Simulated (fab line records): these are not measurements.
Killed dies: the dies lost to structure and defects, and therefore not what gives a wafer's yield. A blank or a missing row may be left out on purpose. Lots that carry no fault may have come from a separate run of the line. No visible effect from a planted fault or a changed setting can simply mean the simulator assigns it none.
Split-lot study    flow n5 finfet    21 wafers read from 7 lots, route of 1938 steps

ON THE SPLIT
At N5_GATE_CUT_ETCH_56 (etches TiN in Cl2/Ar, target depth 21.6 nm), the setting icp w was moved away from the recipe's 600 W on 8 of the 21 wafers read, by -15.7% to +12.6%. This setting was run at the recipe's value on the other wafers.

Reading taken at the split's own step.

THE READING
etch.depth nm (the simulator's own value, which no gauge read), in nm, at N5_GATE_CUT_ETCH_56 (etches TiN in Cl2/Ar, target depth 21.6 nm). The file gives no usual value for it. Average 21.61 nm, standard deviation 0.4 nm, over the 13 wafers here run with the recipe.

wafer   tool, chamber at the split  icp w as run, W  against the recipe  etch.depth nm, nm  against lot-mates on the recipe
L074.2  rie metal-02, 0             505.9            -15.7%              18.87              -2.77
L074.3  rie metal-02, 1             600              recipe              21.64              -
L074.6  rie metal-02, 0             505.9            -15.7%              19.01              -2.63
L076.1  rie metal-03, 1             600              recipe              21.29              -
L076.2  rie metal-03, 0             632.4            +5.4%               23.73              +1.80
L076.5  rie metal-03, 0             600              recipe              22.57              -
L083.2  rie metal-01, 1             600              recipe              21.15              -
L083.3  rie metal-01, 0             600              recipe              21.62              -
L083.5  rie metal-01, 0             600              recipe              21.49              -
L084.1  rie metal-01, 1             600              recipe              21.38              -
L084.3  rie metal-01, 0             675.5            +12.6%              24.29              +2.98
L084.6  rie metal-01, 1             600              recipe              21.24              -
L092.1  rie metal-01, 1             600              recipe              21.04              -
L092.4  rie metal-01, 0             600              recipe              21.8               -
L092.6  rie metal-01, 0             600              recipe              21.81              -
L094.1  rie metal-01, 1             636.5            +6.1%               22.34              no lot-mate on the recipe
L094.3  rie metal-01, 0             636.5            +6.1%               22.81              no lot-mate on the recipe
L094.5  rie metal-01, 0             636.5            +6.1%               22.94              no lot-mate on the recipe
L095.1  rie metal-02, 1             641.5            +6.9%               23.06              +1.13
L095.2  rie metal-02, 0             600              recipe              21.82              -
L095.4  rie metal-02, 0             600              recipe              22.03              -

FIT RESULTS
A straight line over all 21 wafers: etch.depth nm changes by +0.188 nm for each +1% of icp w; r = +0.94; the points scatter about the line by 0.44 nm.
The same after taking each lot's own level away (the mean of its wafers on the recipe; 18 wafers): +0.193 nm for each +1%; r = +0.96; scatter 0.38 nm.
The reading moves by 3 nm for the largest change in icp w, on that fit.
Measured against the standard deviation above, the lots' own levels, which go from 21.310 to 21.930 nm, span 1.6 times it.
Consequently the slope shifts little with the lot-to-lot level, the two slopes agreeing.
Check: for one of the wafers moved furthest among these (-15.7%), held out of the fit, the line's prediction against its lot-mates is -3.03 nm. It came out at -2.77 nm against them.

FILE'S OWN FIT
etch.depth nm changes by +0.202 nm for each +1% of icp w, r = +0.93.
